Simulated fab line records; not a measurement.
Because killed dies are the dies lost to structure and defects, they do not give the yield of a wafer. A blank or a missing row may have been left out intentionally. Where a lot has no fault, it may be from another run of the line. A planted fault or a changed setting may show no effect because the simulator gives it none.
Which of the tools did it? | flow nand_harc | Sampling: 6 lots, 18 wafers, 5 of 1302 route steps

WHAT THE GAUGES READ, wafer by wafer
NHARC_END_SORT_01.
lot  | measured     | on        | killed_at_array
L777 | day 27 11:46 | prober-02 | 45 70 72
L788 | day 31 14:25 | prober-01 | 46 41 45

WHAT TOOL EACH LOT RAN ON (gives the tool, then ch and the chambers of the sampled wafers, and finally the start)
lot  | NHARC_A_STAIRCASE_TRIM_226                    | NHARC_A_STAIRCASE_ETCH_230         | NHARC_A_STAIRCASE_ETCH_232                    | NHARC_A_STAIRCASE_ETCH_234
L770 | rie_diel-10 ch 2,3, day 16 11:25 or earlier   | rie_diel-10 ch 0,3, day 16 11:25   | rie_diel-10 ch 0,2,3, no start                | rie_diel-10 ch 0,2, no start
L773 | rie_diel-09 ch 1,2,3, day 17 07:44 or earlier | rie_diel-09 ch 0,2,3, day 17 07:44 | rie_diel-09 ch 1,2,3, no start                | rie_diel-09 ch 0,2,3, no start
L777 | rie_diel-09 ch 1,2,3, day 18 22:42 or earlier | rie_diel-09 ch 1,2,3, day 18 22:42 | rie_diel-09 ch 0,3, day 27 11:46 or earlier   | rie_diel-09 ch 0,2, day 27 11:46 or earlier
L779 | rie_diel-09 ch 0,2,3, day 19 22:34 or earlier | rie_diel-03 ch 0,1,2, day 19 22:34 | rie_diel-03 ch 0,1,3, no start                | rie_diel-03 ch 1,2,3, no start
L788 | rie_diel-09 ch 0,2,3, day 23 14:24 or earlier | rie_diel-03 ch 0,2, day 23 14:24   | rie_diel-03 ch 0,1,3, day 31 14:25 or earlier | rie_diel-03 ch 1,2, day 31 14:25 or earlier
L792 | rie_diel-10 ch 1,2,3, day 25 14:29 or earlier | rie_diel-10 ch 0,1,3, day 25 14:29 | rie_diel-10 ch 0,1,2, no start                | rie_diel-10 ch 0,2,3, no start
- NHARC_A_STAIRCASE_TRIM_226: chemistry O2, time 211.2 s.
- NHARC_A_STAIRCASE_ETCH_230: etches the open film in C4F8/O2, target depth 100 nm, time 40.5 s.
- NHARC_A_STAIRCASE_ETCH_232: etches the open film in C4F8/O2, target depth 100 nm, time 40.5 s.
- NHARC_A_STAIRCASE_ETCH_234: etches the open film in C4F8/O2, target depth 100 nm, time 40.5 s.

THE ANSWER, worked out from the rows above alone
Rule: the usual values come from the lots themselves. The widest of any qualifying gaps counts: lots, ordered by their means at a reading, are off when they make up no more than a third of the lots, leave a main group of 4 or more, and stand apart from it by 3 or more times the standard deviation of that group's means. Not used: any main group whose means are identical at the precision the tables above print for the reading. A lot without any number at a reading at which 4 lots or more have one is off too. All remaining lots with rows at the step are treated as sound.
No lot is off on any of the readings shown, so nothing can be concluded from this.

WHAT THE SIMULATOR HAD INSERTED
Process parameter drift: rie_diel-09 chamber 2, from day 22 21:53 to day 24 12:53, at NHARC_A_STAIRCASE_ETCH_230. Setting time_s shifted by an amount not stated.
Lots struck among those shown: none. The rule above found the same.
